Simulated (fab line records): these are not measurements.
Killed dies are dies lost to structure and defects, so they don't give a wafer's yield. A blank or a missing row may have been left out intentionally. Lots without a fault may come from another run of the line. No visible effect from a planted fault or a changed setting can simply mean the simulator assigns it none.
Chamber matching :: flow n5-finfet :: N5_BEOL_M9_CVD_78 on cvd-co-01: 3 sister chambers
The step deposits Co from CCTBA/H2, target thk 2 nm, time 138.9 s. 3 wafers are shown with their chamber, then 9 later ones without.

== EACH WAFER AND ITS CHAMBER ==
wafer: L598.6
chamber: 1
run-length-s (s): 161.6

wafer: L597.5
chamber: 0
run-length-s (s): 161.5

wafer: L597.6
chamber: 2
run-length-s (s): 162.9

== WAFERS WHOSE CHAMBER IS MISSING ==
wafer: L602.3
run-length-s (s): 162.3

wafer: L602.5
run-length-s (s): 162.6

wafer: L605.4
run-length-s (s): 162.2

wafer: L612.1
run-length-s (s): 161.1

wafer: L612.2
run-length-s (s): 163.0

wafer: L612.5
run-length-s (s): 162.5

wafer: L613.2
run-length-s (s): 162.5

wafer: L613.3
run-length-s (s): 161.6

wafer: L613.5
run-length-s (s): 162.4

== CHAMBER TAKEN BY EACH ==
wafer: L602.3
from the rows above: can't be placed: 2 or 1 or 0
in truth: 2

wafer: L602.5
from the rows above: can't be placed: 2 or 1 or 0
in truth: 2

wafer: L605.4
from the rows above: can't be placed: 1 or 0 or 2
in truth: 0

wafer: L612.1
from the rows above: can't be placed: 0 or 1
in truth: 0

wafer: L612.2
from the rows above: 2
in truth: 2

wafer: L612.5
from the rows above: can't be placed: 2 or 1 or 0
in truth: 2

wafer: L613.2
from the rows above: can't be placed: 2 or 1 or 0
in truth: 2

wafer: L613.3
from the rows above: can't be placed: 1 or 0
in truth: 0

wafer: L613.5
from the rows above: can't be placed: 2 or 1 or 0
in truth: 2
Correct placement for 1 of the 9. Can't be placed from these rows: 8 (the true chamber is among the candidates in 8). Number placed wrongly: 0.
How it was worked out, from the rows above alone: a wafer's distance from a chamber is the root of the sum, over the readings, of the square of ((its reading less the chamber's mean) divided by the reading's scatter). If the next closest chamber is less than 2 further off than the closest, the wafer can't be placed; otherwise it belongs to the closest. The mean given for a chamber averages the wafers shown for that chamber. The scatter (one wafer shown for each chamber): square how far every hidden wafer sits from the nearest shown wafer, average those squares and take the square root.
